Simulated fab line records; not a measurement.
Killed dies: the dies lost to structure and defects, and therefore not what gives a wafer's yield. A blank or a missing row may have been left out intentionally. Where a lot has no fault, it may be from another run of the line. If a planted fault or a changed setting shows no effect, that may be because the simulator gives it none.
Matching of chambers	flow n5 finfet	N5_BEOL_M6_CURE_74 on uv cure-01 has 3 sister chambers
The step cures SiCOH lowk, time 240 s. 20 wafers are shown with their chamber, then 10 later ones without.

== WAFERS WITH THEIR CHAMBER ==
wafer	chamber	wafer_temp_C_max	lamp power pct (%)
L076.1	0	387.7	52.31
L076.3	0	388.0	52.22
L076.4	0	387.5	52.27
L078.1	1	386.2	52.28
L078.2	1	386.8	52.23
L078.5	1	386.4	52.40
L080.1	1	386.6	52.33
L080.3	1	386.8	52.27
L080.5	1	386.6	52.43
L079.2	2	386.9	52.28
L079.4	2	386.5	52.32
L079.5	2	386.6	52.19
L082.3	1	386.6	52.23
L082.4	1	387.4	52.34
L082.5	1	386.8	52.29
L085.3	2	387.0	52.34
L085.4	2	386.4	52.37
L085.6	2	386.4	52.28
L088.1	1	386.9	52.36
L088.2	1	386.3	52.33

SIGNATURES (means of the wafers above)
reading	chamber 0	chamber 1	chamber 2	scatter within a chamber
wafer_temp_C_max	387.733	386.673	386.633	0.301
lamp power pct	52.2667	52.3173	52.2967	0.0621
Rule: for a wafer and a chamber, the distance is found by dividing, reading by reading, the gap between the wafer's reading and the chamber's mean by the reading's scatter, squaring, summing and taking the root. The wafer belongs to the nearest chamber; if the next one is less than 2 further off, it can't be placed. How the scatter is found: for the shown wafers, subtract from each reading the mean of its chamber, square and add these, divide the total by (wafers less chambers), then take the root.

== WAFERS WITHOUT THEIR CHAMBER ==
wafer	wafer_temp_C_max	lamp power pct (%)
L088.4	386.6	52.38
L093.2	386.7	52.27
L093.3	386.7	52.32
L093.4	386.5	52.28
L092.4	386.7	52.30
L092.5	387.2	52.31
L092.6	387.1	52.34
L096.1	386.8	52.36
L096.5	387.2	52.33
L096.6	386.6	52.37

== WHICH CHAMBER EACH WENT THROUGH ==
wafer	from the rows above	in truth
L088.4	can't be placed: 1 or 2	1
L093.2	can't be placed: 2 or 1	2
L093.3	can't be placed: 1 or 2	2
L093.4	can't be placed: 2 or 1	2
L092.4	can't be placed: 2 or 1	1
L092.5	can't be placed: 1 or 2 or 0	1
L092.6	can't be placed: 1 or 2 or 0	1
L096.1	can't be placed: 1 or 2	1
L096.5	can't be placed: 1 or 2 or 0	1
L096.6	can't be placed: 1 or 2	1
Placed correctly: 0 of 10. Can't be placed from these rows: 10 (the true chamber is among the candidates in 10). 0 placed wrongly.
